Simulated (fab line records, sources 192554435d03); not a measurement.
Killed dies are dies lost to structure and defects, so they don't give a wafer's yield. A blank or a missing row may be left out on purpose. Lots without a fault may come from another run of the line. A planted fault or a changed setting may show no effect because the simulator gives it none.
Chamber matching | flow n5_finfet | N5_DUMMY_GATE_HM_OPEN_21 on rie_diel-03: 4 sister chambers
The step chemistry CH3F/O2, target SiNx, target depth 120 nm, time 171.4 s. 4 wafers are shown with their chamber, then 7 later ones without.

WAFERS WITH THEIR CHAMBER
wafer  | chamber | showerhead_plenum_p_Torr (Torr)
L080.5 | 0       | 1.90
L082.6 | 1       | 2.00
L084.1 | 2       | 2.05
L084.4 | 3       | 2.00

WAFERS WITHOUT THEIR CHAMBER
wafer  | showerhead_plenum_p_Torr (Torr)
L084.6 | 2.05
L086.1 | 2.00
L086.2 | 2.00
L086.3 | 2.05
L087.1 | 2.00
L087.2 | 1.99
L087.4 | 2.15

WHICH CHAMBER EACH WENT THROUGH
wafer  | from the rows above          | in truth
L084.6 | can't be placed: 2 or 1 or 3 | 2
L086.1 | can't be placed: 1 or 3 or 2 | 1
L086.2 | can't be placed: 1 or 3 or 2 | 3
L086.3 | can't be placed: 2 or 1 or 3 | 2
L087.1 | can't be placed: 1 or 3 or 2 | 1
L087.2 | can't be placed: 1 or 3 or 2 | 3
L087.4 | can't be placed: 2 or 1 or 3 | 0
Placed correctly: 0 of 7. Can't be placed from these rows: 7 (the true chamber is among the candidates in 6). Placed wrongly: 0.
How it was worked out, from the rows above alone: a wafer's distance from a chamber is the root of the sum, over the readings, of the square of ((its reading less the chamber's mean) divided by the reading's scatter). The wafer belongs to the nearest chamber; if the next one is less than 2 further off, it can't be placed. A chamber's mean is the mean of its shown wafers. The scatter: with one shown wafer a chamber, the root of the mean of the squares of how far each hidden wafer lies from its nearest shown one.
